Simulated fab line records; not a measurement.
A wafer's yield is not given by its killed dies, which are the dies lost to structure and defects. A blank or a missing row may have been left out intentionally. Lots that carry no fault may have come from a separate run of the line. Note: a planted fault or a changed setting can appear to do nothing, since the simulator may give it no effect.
Matching of chambers :: flow n5Finfet :: N5_HKMG_FIN_ETCH_54 on rieDiel-03 has 4 sister chambers
The step etches SiARC in CF4, target depth 45.5 nm, time 75.8 s. 4 wafers are shown with their chamber, then 7 later ones without.

WAFERS, EACH WITH ITS CHAMBER
wafer: L085.3
chamber: 0
drypumpMotorCurrentA (A): 5.55

wafer: L086.5
chamber: 3
drypumpMotorCurrentA (A): 5.92

wafer: L094.1
chamber: 2
drypumpMotorCurrentA (A): 6.12

wafer: L094.2
chamber: 1
drypumpMotorCurrentA (A): 5.27

WAFERS WITH NO CHAMBER GIVEN
wafer: L094.4
drypumpMotorCurrentA (A): 5.54

wafer: L095.1
drypumpMotorCurrentA (A): 5.91

wafer: L095.3
drypumpMotorCurrentA (A): 5.56

wafer: L095.6
drypumpMotorCurrentA (A): 5.32

wafer: L097.1
drypumpMotorCurrentA (A): 5.91

wafer: L097.4
drypumpMotorCurrentA (A): 6.12

wafer: L097.6
drypumpMotorCurrentA (A): 5.55

WHICH CHAMBER EACH WENT THROUGH
wafer: L094.4
from the rows above: 0
in truth: 0

wafer: L095.1
from the rows above: 3
in truth: 3

wafer: L095.3
from the rows above: 0
in truth: 0

wafer: L095.6
from the rows above: 1
in truth: 1

wafer: L097.1
from the rows above: 3
in truth: 3

wafer: L097.4
from the rows above: 2
in truth: 2

wafer: L097.6
from the rows above: 0
in truth: 0
Correctly placed: 7 of 7. Can't be placed from these rows: 0. Number placed wrongly: 0.
How it was worked out, from the rows above alone: a wafer's distance from a chamber is the root of the sum, over the readings, of the square of ((its reading less the chamber's mean) divided by the reading's scatter). If the next closest chamber is less than 2 further off than the closest, the wafer can't be placed; otherwise it belongs to the closest. For every chamber, the mean is computed from those of its wafers that are shown. The scatter (one wafer shown for each chamber): square how far every hidden wafer sits from the nearest shown wafer, average those squares and take the square root.
